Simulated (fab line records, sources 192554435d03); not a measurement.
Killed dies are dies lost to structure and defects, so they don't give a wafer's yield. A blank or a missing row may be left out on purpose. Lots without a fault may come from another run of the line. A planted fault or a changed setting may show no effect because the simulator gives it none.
fab line records | flow n5_finfet
record lots=7 wafers=21
route steps=1938 shown BEOL_M6@1224 BEOL_M7@1293 BEOL_M8@1349 BEOL_M10@1477
start_h: hours from the record's first day to the start of the lot's first wafer shown | wait_h: hours since the lot's step before | " the same as in the row above | L1.1+2: a row that stands for several wafers | - no value, or no start given | * or withheld: withheld | < > ~ a bound
route shown NAME@n: a module of which the file shows steps, and the number in the route of the first | usual: mean/standard deviation of fault-free wafers | same: alike in all rows | chamber/n: place in a boat | sites: the reading at each site | _std_site: their standard deviation | _edge_site: outer sites' mean less inner sites' | radius_mm: how far each site lies from the wafer's centre | mask NAME#n: copy n | behind: the tool/chamber that last shaped the wafer | hold: why the lot was held/for how many hours/how that ended | device: the transistor (n, p or np) that didn't switch | end of line: the same wafers' tests at the end of the route | a step without rows: its recipe alone | killed: dies lost to structure and defects at the first sort, not the wafer's yield | map: a wafer's dies, x killed, . not, _ none there
set.NAME: the setting as run; set.NAME@STEP: as run at that earlier step | model.NAME: the simulator's own value behind a step, which no gauge read
lots whose settings were changed on purpose; a table a step, a row a wafer
## steps
# step N5_BEOL_M6_EXPOSE_25
# recipe mask_id=V5 na=0.33 source_shape=annular sigma_inner=0.4 sigma_outer=0.8 polarization=unpolarized target_cd_nm=40 dose_mj=45
# columns lot.wafer tool chamber start_h wait_h mask set.dose_mj
L075.2+3+4 euv_scanner-01 0 193.22 - V5#0 45
L081.3+6 euv_scanner-01 0 230.87 - V5#0 44.02
L081.5 " 0 " " V5#0 45
L083.3+5 euv_scanner-01 0 231.00 - V5#0 45
L083.6 " 0 " " V5#0 47.4
L085.4+6 euv_scanner-02 0 249.28 - V5#0 45
L085.5 " 0 " " V5#0 43.43
L089.1 euv_scanner-02 0 280.20 - V5#0 45
L089.3+6 " 0 " " V5#0 42.83
L094.1+6 euv_scanner-02 0 304.39 - V5#0 47.01
L094.3 " 0 " " V5#0 45
L096.1 euv_scanner-02 0 322.79 - V5#0 46.77
L096.4+5 " 0 " " V5#0 45
# step N5_BEOL_M6_PEB_26
# recipe peb_temp_c=100 peb_time_s=60 resist=CAR-EUV
# step N5_BEOL_M6_DEVELOP_27
# recipe develop_time_s=30 developer=TMAH resist=CAR-EUV rinse_liquid=surfactant_rinse dry=air_spin dev_temp_c=23
# step N5_BEOL_M6_CD_MEAS_28
# recipe target_cd_nm=40 landing_energy_ev=500 detector=se_inlens
# usual cd_nm=39.95/0.24
# columns lot.wafer tool chamber start_h wait_h set.dose_mj@BEOL_M6_EXPOSE_25 cd_nm
L075.2 cd_sem-03 0 193.35 - 45 40.03
L075.3 " 0 " " 45 39.79
L075.4 " 0 " " 45 40.03
L081.3 cd_sem-01 0 230.99 - 44.02 39.40
L081.5 " 0 " " 45 40.25
L081.6 " 0 " " 44.02 39.79
L083.3 cd_sem-01 0 231.12 - 45 40.21
L083.5 " 0 " " 45 40.09
L083.6 " 0 " " 47.4 40.90
L085.4 cd_sem-01 0 249.39 - 45 39.93
L085.5 " 0 " " 43.43 38.95
L085.6 " 0 " " 45 39.60
L089.1 cd_sem-02 0 280.34 - 45 39.67
L089.3 " 0 " " 42.83 39.11
L089.6 " 0 " " 42.83 38.89
L094.1 cd_sem-03 0 304.53 - 47.01 41.26
L094.3 " 0 " " 45 40.15
L094.6 " 0 " " 47.01 40.78
L096.1 cd_sem-03 0 322.93 - 46.77 40.64
L096.4 " 0 " " 45 39.87
L096.5 " 0 " " 45 39.78
# step N5_BEOL_M6_DESCUM_33
# recipe chemistry=O2 time_s=7 source_power_w=50 bias_power_w=20 pressure_mtorr=20 rf_frequency_hz=2.712e+07 temp_c=40 resist=CAR-EUV o2_flow_sccm=225
# columns lot.wafer tool chamber start_h wait_h set.dose_mj@BEOL_M6_EXPOSE_25 model.BEOL_M6.cd_nm
L075.2+3+4 rie_diel-01 2,0,3 193.47 0.0 45 40
L081.3 rie_diel-02 0 231.11 0.0 44.02 39.4
L081.5 " 3 " " 45 40.2
L081.6 " 2 " " 44.02 39.6
L083.3 rie_diel-01 2 231.24 0.0 45 39.8
L083.5 " 2 " " 45 40.2
L083.6 " 3 " " 47.4 41
L085.4 rie_diel-01 2 249.76 0.3 45 40.2
L085.5 " 3 " " 43.43 39.4
L085.6 " 2 " " 45 40
L089.1 rie_diel-04 1 280.46 0.0 45 40
L089.3+6 " 0,2 " " 42.83 38.8
L094.1 rie_diel-04 3 304.65 0.0 47.01 41
L094.3 " 2 " " 45 40
L094.6 " 0 " " 47.01 41.2
L096.1 rie_diel-01 3 323.30 0.3 46.77 40.6
L096.4+5 " 1,3 " " 45 39.8
# step N5_BEOL_M6_ETCH_72
# recipe chemistry=N2/H2 target=underlayer target_depth_a=65 mask_material=CAR-EUV time_s=5.2 ion_energy_ev=200 pressure_mtorr=30 source_w=840 bias_w=150 n2_flow_sccm=200 h2_flow_sccm=200 ends=cleared
# step N5_BEOL_M6_ETCH_65
# recipe chemistry=CF4 target=SiARC target_depth_a=156 mask_material=CAR-EUV time_s=26 ion_energy_ev=80 pressure_mtorr=40 source_w=545 bias_w=36 Ar_flow_sccm=100 cf4_flow_sccm=100 ends=cleared
# step N5_BEOL_M6_STRIP_69
# recipe chemistry=N2/H2 temp_c=40 n2_flow_sccm=200 h2_flow_sccm=200 rf_frequency_hz=6e+07
# step N5_BEOL_M6_STRIP_73
# recipe chemistry=N2/H2 temp_c=40 n2_flow_sccm=200 h2_flow_sccm=200 rf_frequency_hz=6e+07
# step N5_BEOL_M6_VIA_ETCH_34
# recipe chemistry=C4F6/O2 target=SiCOH_lowk target_depth_a=1263 mask_material=SOC taper_deg=4 time_s=50.9 ion_energy_ev=250 pressure_mtorr=30 source_w=345 bias_w=185 Ar_flow_sccm=300 C4F6_flow_sccm=10 O2_flow_sccm=10
# columns lot.wafer tool chamber start_h wait_h set.dose_mj@BEOL_M6_EXPOSE_25 model.BEOL_M6.cd_nm
L075.2 rie_diel-01 2 193.65 0.0 45 40.2
L075.3 " 0 " " 45 40
L075.4 " 3 " " 45 40.4
L081.3 rie_diel-02 0 231.29 0.0 44.02 39.2
L081.5 " 3 " " 45 40
L081.6 " 2 " " 44.02 39.4
L083.3 rie_diel-01 2 231.42 0.0 45 39.8
L083.5 " 2 " " 45 40
L083.6 " 3 " " 47.4 40.8
L085.4+6 rie_diel-01 2 249.94 0.0 45 39.8
L085.5 " 3 " " 43.43 39.2
L089.1 rie_diel-04 1 280.64 0.0 45 40
L089.3 " 0 " " 42.83 38.8
L089.6 " 2 " " 42.83 39
L094.1+6 rie_diel-04 3,0 304.83 0.0 47.01 41
L094.3 " 2 " " 45 40
L096.1 rie_diel-01 3 323.48 0.0 46.77 40.6
L096.4+5 " 1,3 " " 45 39.6
# step N5_BEOL_M7_EXPOSE_25
# recipe mask_id=V6 na=0.33 source_shape=annular sigma_inner=0.4 sigma_outer=0.8 polarization=unpolarized target_cd_nm=40 dose_mj=42.5
# columns lot.wafer tool chamber start_h wait_h mask set.dose_mj
L075.2+3+4 euv_scanner-01 0 202.68 - V6#0 42.5
L081.3+5+6 euv_scanner-01 0 238.47 - V6#0 42.5
L083.3+6 euv_scanner-02 0 238.64 - V6#0 39.62
L083.5 " 0 " " V6#0 42.5
L085.4+6 euv_scanner-01 0 258.69 - V6#0 42.5
L085.5 " 0 " " V6#0 39.58
L089.1+3 euv_scanner-02 0 289.65 - V6#0 42.5
L089.6 " 0 " " V6#0 43.42
L094.1 euv_scanner-01 0 313.54 - V6#0 41.26
L094.3+6 " 0 " " V6#0 42.5
L096.1+4+5 euv_scanner-01 0 332.06 - V6#0 42.5
# step N5_BEOL_M7_PEB_26
# recipe peb_temp_c=100 peb_time_s=60 resist=CAR-EUV
# step N5_BEOL_M7_DEVELOP_27
# recipe develop_time_s=30 developer=TMAH resist=CAR-EUV rinse_liquid=surfactant_rinse dry=air_spin dev_temp_c=23
# step N5_BEOL_M7_CD_MEAS_28
# recipe target_cd_nm=40 landing_energy_ev=500 detector=se_inlens
# usual cd_nm=40.01/0.22
# columns lot.wafer tool chamber start_h wait_h set.dose_mj@BEOL_M7_EXPOSE_25 cd_nm
L075.2 cd_sem-01 0 202.80 - 42.5 39.90
L075.3 " 0 " " 42.5 39.84
L075.4 " 0 " " 42.5 39.98
L081.3 cd_sem-02 0 238.59 - 42.5 39.82
L081.5 " 0 " " 42.5 39.63
L081.6 " 0 " " 42.5 39.86
L083.3 cd_sem-01 0 238.76 - 39.62 38.65
L083.5 " 0 " " 42.5 40.29
L083.6 " 0 " " 39.62 38.31
L085.4 cd_sem-01 0 258.80 - 42.5 40.12
L085.5 " 0 " " 39.58 38.83
L085.6 " 0 " " 42.5 39.85
L089.1 cd_sem-03 0 289.78 - 42.5 40.21
L089.3 " 0 " " 42.5 39.92
L089.6 " 0 " " 43.42 40.64
L094.1 cd_sem-02 0 313.68 - 41.26 39.53
L094.3 " 0 " " 42.5 40.23
L094.6 " 0 " " 42.5 40.21
L096.1 cd_sem-02 0 332.19 - 42.5 39.91
L096.4 " 0 " " 42.5 40.23
L096.5 " 0 " " 42.5 40.03
# step N5_BEOL_M7_DESCUM_33
# recipe chemistry=O2 time_s=7 source_power_w=50 bias_power_w=20 pressure_mtorr=20 rf_frequency_hz=2.712e+07 temp_c=40 resist=CAR-EUV o2_flow_sccm=225
# columns lot.wafer tool chamber start_h wait_h set.time_s set.dose_mj@BEOL_M7_EXPOSE_25 model.BEOL_M7.cd_nm model.CAR-EUV_of_BEOL_M7_COAT_22.thk_nm
L075.2 rie_diel-05 0 202.96 0.1 7 42.5 40 26
L075.3+4 " 2 " " 7 42.5 39.8 26
L081.3 rie_diel-03 1 238.71 0.0 8.538 42.5 40 25.4
L081.5 " 1 " " 8.538 42.5 40.2 25.4
L081.6 " 0 " " 7 42.5 39.8 26
L083.3 rie_diel-06 1 238.88 0.0 6.451 39.62 38.4 26.2
L083.5 " 1 " " 7 42.5 40.2 26
L083.6 " 2 " " 7 39.62 38.6 26
L085.4 rie_diel-06 0 258.99 0.1 7 42.5 40 26
L085.5 " 0 " " 8.154 39.58 38.4 25.4
L085.6 " 3 " " 8.154 42.5 40 25.4
L089.1 rie_diel-06 2 289.90 0.0 7 42.5 40 26.2
L089.3 " 0 " " 5.721 42.5 39.8 26.8
L089.6 " 2 " " 7 43.42 40.6 26.2
L094.1 rie_diel-05 0 313.80 0.0 7 41.26 39.4 26
L094.3 " 1 " " 7 42.5 40 26
L094.6 " 3 " " 7 42.5 40 26.2
L096.1+4+5 rie_diel-03 1,2,3 332.58 0.3 7 42.5 40 26.2
# step N5_BEOL_M7_ETCH_72
# recipe chemistry=N2/H2 target=underlayer target_depth_a=65 mask_material=CAR-EUV time_s=5.2 ion_energy_ev=200 pressure_mtorr=30 source_w=840 bias_w=150 n2_flow_sccm=200 h2_flow_sccm=200 ends=cleared
# columns lot.wafer tool chamber start_h wait_h set.dose_mj@BEOL_M7_EXPOSE_25 set.time_s@BEOL_M7_DESCUM_33 model.BEOL_M7.cd_nm model.CAR-EUV_of_BEOL_M7_COAT_22.thk_nm
L075.2 rie_diel-05 0 202.99 0.0 42.5 7 40 20.4
L075.3+4 " 2 " " 42.5 7 40 20.2
L081.3 rie_diel-03 1 238.74 0.0 42.5 8.538 40 19.6
L081.5 " 1 " " 42.5 8.538 40.2 19.6
L081.6 " 0 " " 42.5 7 39.8 20.4
L083.3 rie_diel-06 1 238.92 0.0 39.62 6.451 38.4 20.6
L083.5 " 1 " " 42.5 7 40.2 20.4
L083.6 " 2 " " 39.62 7 38.6 20.4
L085.4 rie_diel-06 0 259.03 0.0 42.5 7 40 20.4
L085.5 " 0 " " 39.58 8.154 38.6 19.6
L085.6 " 3 " " 42.5 8.154 40.2 19.8
L089.1 rie_diel-06 2 289.94 0.0 42.5 7 40.2 20.4
L089.3 " 0 " " 42.5 5.721 39.8 21.2
L089.6 " 2 " " 43.42 7 40.6 20.6
L094.1 rie_diel-05 0 313.83 0.0 41.26 7 39.4 20.4
L094.3 " 1 " " 42.5 7 40 20.2
L094.6 " 3 " " 42.5 7 40 20.4
L096.1 rie_diel-03 1 332.61 0.0 42.5 7 39.8 20.6
L096.4 " 2 " " 42.5 7 39.8 20.4
L096.5 " 3 " " 42.5 7 40 20.4
# step N5_BEOL_M7_ETCH_65
# recipe chemistry=CF4 target=SiARC target_depth_a=156 mask_material=CAR-EUV time_s=26 ion_energy_ev=80 pressure_mtorr=40 source_w=545 bias_w=36 Ar_flow_sccm=100 cf4_flow_sccm=100 ends=cleared
# columns lot.wafer tool chamber start_h wait_h set.dose_mj@BEOL_M7_EXPOSE_25 set.time_s@BEOL_M7_DESCUM_33 model.BEOL_M7.cd_nm model.CAR-EUV_of_BEOL_M7_COAT_22.thk_nm
L075.2 rie_diel-05 0 203.01 0.0 42.5 7 39.8 11.2
L075.3 " 2 " " 42.5 7 40 11
L075.4 " 2 " " 42.5 7 39.8 11
L081.3 rie_diel-03 1 238.76 0.0 42.5 8.538 40 10.4
L081.5 " 1 " " 42.5 8.538 40.2 10.4
L081.6 " 0 " " 42.5 7 39.8 11
L083.3 rie_diel-06 1 238.93 0.0 39.62 6.451 38.4 11.4
L083.5 " 1 " " 42.5 7 40.2 11
L083.6 " 2 " " 39.62 7 38.6 11.2
L085.4 rie_diel-06 0 259.04 0.0 42.5 7 40 11.2
L085.5 " 0 " " 39.58 8.154 38.4 10.6
L085.6 " 3 " " 42.5 8.154 40 10.6
L089.1 rie_diel-06 2 289.95 0.0 42.5 7 40.2 11.2
L089.3 " 0 " " 42.5 5.721 39.8 11.8
L089.6 " 2 " " 43.42 7 40.6 11.4
L094.1 rie_diel-05 0 313.85 0.0 41.26 7 39.2 11.2
L094.3+6 " 1,3 " " 42.5 7 40 11.2
L096.1+4+5 rie_diel-03 1,2,3 332.63 0.0 42.5 7 40 11.2
# step N5_BEOL_M7_ETCH_66
# recipe chemistry=N2/H2 target=SOC target_depth_a=800 overetch_a=160 mask_material=SiARC temp_c=40 time_s=120 ion_energy_ev=200 pressure_mtorr=30 source_w=840 bias_w=150 n2_flow_sccm=200 h2_flow_sccm=200
# step N5_BEOL_M7_STRIP_69
# recipe chemistry=N2/H2 temp_c=40 n2_flow_sccm=200 h2_flow_sccm=200 rf_frequency_hz=6e+07
# step N5_BEOL_M7_STRIP_73
# recipe chemistry=N2/H2 temp_c=40 n2_flow_sccm=200 h2_flow_sccm=200 rf_frequency_hz=6e+07
# step N5_BEOL_M7_VIA_ETCH_34
# recipe chemistry=C4F6/O2 target=SiCOH_lowk target_depth_a=1255 mask_material=SOC taper_deg=4 time_s=50.5 ion_energy_ev=250 pressure_mtorr=30 source_w=345 bias_w=185 Ar_flow_sccm=300 C4F6_flow_sccm=10 O2_flow_sccm=10
# columns lot.wafer tool chamber start_h wait_h set.dose_mj@BEOL_M7_EXPOSE_25 model.BEOL_M7.cd_nm
L075.2+3+4 rie_diel-05 0,2,2 203.14 0.0 42.5 39.8
L081.3 rie_diel-03 1 238.89 0.0 42.5 40
L081.5 " 1 " " 42.5 40.2
L081.6 " 0 " " 42.5 39.6
L083.3 rie_diel-06 1 239.06 0.0 39.62 38.4
L083.5 " 1 " " 42.5 40.4
L083.6 " 2 " " 39.62 38.6
L085.4 rie_diel-06 0 259.17 0.0 42.5 40
L085.5 " 0 " " 39.58 38.4
L085.6 " 3 " " 42.5 40.2
L089.1 rie_diel-06 2 290.08 0.0 42.5 40
L089.3 " 0 " " 42.5 39.6
L089.6 " 2 " " 43.42 40.4
L094.1 rie_diel-05 0 313.98 0.0 41.26 39.4
L094.3+6 " 1,3 " " 42.5 40
L096.1 rie_diel-03 1 332.76 0.0 42.5 40.2
L096.4 " 2 " " 42.5 39.8
L096.5 " 3 " " 42.5 40
# step N5_BEOL_M8_ETCH_61
# recipe chemistry=CF4 target=SiARC target_depth_a=455 mask_material=CAR-ArF time_s=75.8 ion_energy_ev=80 pressure_mtorr=40 source_w=545 bias_w=36 Ar_flow_sccm=100 cf4_flow_sccm=100 ends=cleared
# usual etch_rf_on_time_s=75.2/1.2 rf_vpp_V=184.1/1.2
# columns lot.wafer tool chamber start_h wait_h set.bias_w etch_rf_on_time_s rf_vpp_V
L075.2 rie_diel-01 0 208.69 0.0 36 74.0 186.5
L075.3 " 1 " " 36 73.5 181.7
L075.4 " 3 " " 36 73.6 184.8
L081.3 rie_diel-04 0 244.42 0.0 36 73.1 185.0
L081.5 " 0 " " 36 72.9 184.3
L081.6 " 3 " " 36 74.0 183.6
L083.3 rie_diel-02 0 244.53 0.0 36 77.3 185.1
L083.5 " 1 " " 36 76.3 183.7
L083.6 " 2 " " 33 77.7 174.4
L085.4 rie_diel-02 1 264.30 0.0 41.49 73.7 201.8
L085.5 " 0 " " 41.49 73.8 201.2
L085.6 " 1 " " 36 76.6 183.3
L089.1 rie_diel-04 3 294.79 0.0 38.89 72.5 193.2
L089.3 " 1 " " 36 74.1 182.1
L089.6 " 3 " " 38.89 72.7 195.2
L094.1 rie_diel-01 1 318.29 0.0 36 74.6 182.2
L094.3 " 3 " " 36 73.9 187.1
L094.6 " 3 " " 36 74.3 186.1
L096.1 rie_diel-02 0 339.50 0.0 36 77.8 184.5
L096.4 " 2 " " 38.7 75.5 190.7
L096.5 " 1 " " 38.7 75.0 192.9
# step N5_BEOL_M8_COAT_22
# recipe resist=CAR-EUV spin_rpm=1500 resist_thk_nm=30
# columns lot.wafer tool chamber start_h wait_h set.spin_rpm model.CAR-EUV_of_BEOL_M8_COAT_22.thk_nm
L075.2+3+4 litho_track-02 0 - - 1500 30
L081.3 litho_track-01 0 - - 1500 30.2
L081.5 " 0 " " 1440 30.8
L081.6 " 0 " " 1440 30.6
L083.3 litho_track-02 0 - - 1500 30
L083.5+6 " 0 " " 1357 31.6
L085.4+6 litho_track-02 0 - - 1500 30
L085.5 " 0 " " 1658 28.4
L089.1 litho_track-01 0 - - 1429 30.8
L089.3 " 0 " " 1500 30
L089.6 " 0 " " 1429 30.6
L094.1 litho_track-02 0 - - 1565 29.2
L094.3+6 " 0 " " 1500 30
L096.1 litho_track-03 0 - - 1571 29.4
L096.4+5 " 0 " " 1500 30
# step N5_BEOL_M8_EBR_24
# recipe solvent=PGMEA ebr_width_mm=1.5
# step N5_BEOL_M8_SOFTBAKE_23
# recipe temp_c=110 time_s=60 resist=CAR-EUV
# step N5_BEOL_M8_EXPOSE_25
# recipe mask_id=V7 na=0.33 source_shape=annular sigma_inner=0.4 sigma_outer=0.8 polarization=unpolarized target_cd_nm=40 dose_mj=42.5
# step N5_BEOL_M8_PEB_26
# recipe peb_temp_c=100 peb_time_s=60 resist=CAR-EUV
# step N5_BEOL_M8_DEVELOP_27
# recipe develop_time_s=30 developer=TMAH resist=CAR-EUV rinse_liquid=surfactant_rinse dry=air_spin dev_temp_c=23
# columns lot.wafer tool chamber start_h wait_h set.spin_rpm@BEOL_M8_COAT_22 model.CAR-EUV_of_BEOL_M8_COAT_22.thk_nm
L075.2+3+4 litho_track-02 0 - - 1500 29.6
L081.3 litho_track-03 0 - - 1500 29.6
L081.5 " 0 " " 1440 30.4
L081.6 " 0 " " 1440 30.2
L083.3 litho_track-02 0 - - 1500 29.6
L083.5+6 " 0 " " 1357 31.2
L085.4+6 litho_track-01 0 - - 1500 29.6
L085.5 " 0 " " 1658 28
L089.1+6 litho_track-03 0 - - 1429 30.2
L089.3 " 0 " " 1500 29.4
L094.1 litho_track-02 0 - - 1565 28.8
L094.3+6 " 0 " " 1500 29.4
L096.1 litho_track-03 0 - - 1571 28.8
L096.4+5 " 0 " " 1500 29.6
# step N5_BEOL_M8_DESCUM_33
# recipe chemistry=O2 time_s=7 source_power_w=50 bias_power_w=20 pressure_mtorr=20 rf_frequency_hz=2.712e+07 temp_c=40 resist=CAR-EUV o2_flow_sccm=225
# columns lot.wafer tool chamber start_h wait_h set.spin_rpm@BEOL_M8_COAT_22 model.CAR-EUV_of_BEOL_M8_COAT_22.thk_nm
L075.2+3+4 rie_diel-01 2,0,1 210.14 0.0 1500 26.2
L081.3 rie_diel-01 2 246.75 0.1 1500 26.2
L081.5+6 " 1,2 " " 1440 26.8
L083.3 rie_diel-02 3 248.32 0.5 1500 26.2
L083.5 " 3 " " 1357 27.8
L083.6 " 0 " " 1357 27.6
L085.4+6 rie_diel-01 3 266.21 0.0 1500 26
L085.5 " 2 " " 1658 24.6
L089.1 rie_diel-01 1 295.81 0.0 1429 26.8
L089.3 " 3 " " 1500 26
L089.6 " 0 " " 1429 26.6
L094.1 rie_diel-02 0 319.48 0.0 1565 25.4
L094.3+6 " 1,3 " " 1500 26
L096.1 rie_diel-02 3 340.48 0.0 1571 25.4
L096.4 " 1 " " 1500 26.2
L096.5 " 0 " " 1500 26
# step N5_BEOL_M10_COAT_05
# recipe resist=CAR-ArF spin_rpm=1500 resist_thk_nm=90
# columns lot.wafer tool chamber start_h wait_h set.spin_rpm model.CAR-ArF_of_BEOL_M10_COAT_05.thk_nm
L075.2+3 litho_track-01 0 - - 1500 90.2
L075.4 " 0 " " 1500 90.4
L081.3 litho_track-05 0 - - 1500 90
L081.5 " 0 " " 1356 94.6
L081.6 " 0 " " 1356 94.4
L083.3+5 litho_track-02 0 - - 1604 86.6
L083.6 " 0 " " 1500 89.4
L085.4+5 litho_track-05 0 - - 1584 87.2
L085.6 " 0 " " 1500 89.6
L089.1 litho_track-01 0 - - 1658 85.8
L089.3 " 0 " " 1500 90.2
L089.6 " 0 " " 1658 85.6
L094.1+3 litho_track-05 0 - - 1661 86
L094.6 " 0 " " 1500 90.4
L096.1+4 litho_track-01 0 - - 1500 89.8
L096.5 " 0 " " 1500 90
## key
split step=N5_BEOL_M6_EXPOSE_25 setting=dose_mj stated=45 by=wafer
response step=N5_BEOL_M6_CD_MEAS_28 reading=cd_nm change=+0.178 per=1% r=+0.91
response step=N5_BEOL_M6_DESCUM_33 reading=model.BEOL_M6.cd_nm change=+0.222 per=1% r=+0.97
response step=N5_BEOL_M6_VIA_ETCH_34 reading=model.BEOL_M6.cd_nm change=+0.213 per=1% r=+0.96
split step=N5_BEOL_M7_EXPOSE_25 setting=dose_mj stated=42.5 by=wafer
response step=N5_BEOL_M7_CD_MEAS_28 reading=cd_nm change=+0.221 per=1% r=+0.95
response step=N5_BEOL_M7_DESCUM_33 reading=model.BEOL_M7.cd_nm change=+0.242 per=1% r=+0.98
response step=N5_BEOL_M7_ETCH_72 reading=model.BEOL_M7.cd_nm change=+0.234 per=1% r=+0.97
response step=N5_BEOL_M7_ETCH_65 reading=model.BEOL_M7.cd_nm change=+0.246 per=1% r=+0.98
response step=N5_BEOL_M7_VIA_ETCH_34 reading=model.BEOL_M7.cd_nm change=+0.26 per=1% r=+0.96
split step=N5_BEOL_M7_DESCUM_33 setting=time_s stated=7 by=wafer
response step=N5_BEOL_M7_DESCUM_33 reading=model.CAR-EUV_of_BEOL_M7_COAT_22.thk_nm change=-0.031 per=1% r=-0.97
response step=N5_BEOL_M7_ETCH_72 reading=model.CAR-EUV_of_BEOL_M7_COAT_22.thk_nm change=-0.0378 per=1% r=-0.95
response step=N5_BEOL_M7_ETCH_65 reading=model.CAR-EUV_of_BEOL_M7_COAT_22.thk_nm change=-0.0301 per=1% r=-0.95
split step=N5_BEOL_M8_ETCH_61 setting=bias_w stated=36 by=wafer
response step=N5_BEOL_M8_ETCH_61 reading=etch_rf_on_time_s change=* per=1% r=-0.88
response step=N5_BEOL_M8_ETCH_61 reading=rf_vpp_V change=+1.22 per=1% r=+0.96
split step=N5_BEOL_M8_COAT_22 setting=spin_rpm stated=1500 by=wafer
response step=N5_BEOL_M8_COAT_22 reading=model.CAR-EUV_of_BEOL_M8_COAT_22.thk_nm change=-0.155 per=1% r=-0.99
response step=N5_BEOL_M8_DEVELOP_27 reading=model.CAR-EUV_of_BEOL_M8_COAT_22.thk_nm change=-0.16 per=1% r=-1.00
response step=N5_BEOL_M8_DESCUM_33 reading=model.CAR-EUV_of_BEOL_M8_COAT_22.thk_nm change=-0.145 per=1% r=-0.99
split step=N5_BEOL_M10_COAT_05 setting=spin_rpm stated=1500 by=wafer
response step=N5_BEOL_M10_COAT_05 reading=model.CAR-ArF_of_BEOL_M10_COAT_05.thk_nm change=-0.429 per=1% r=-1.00
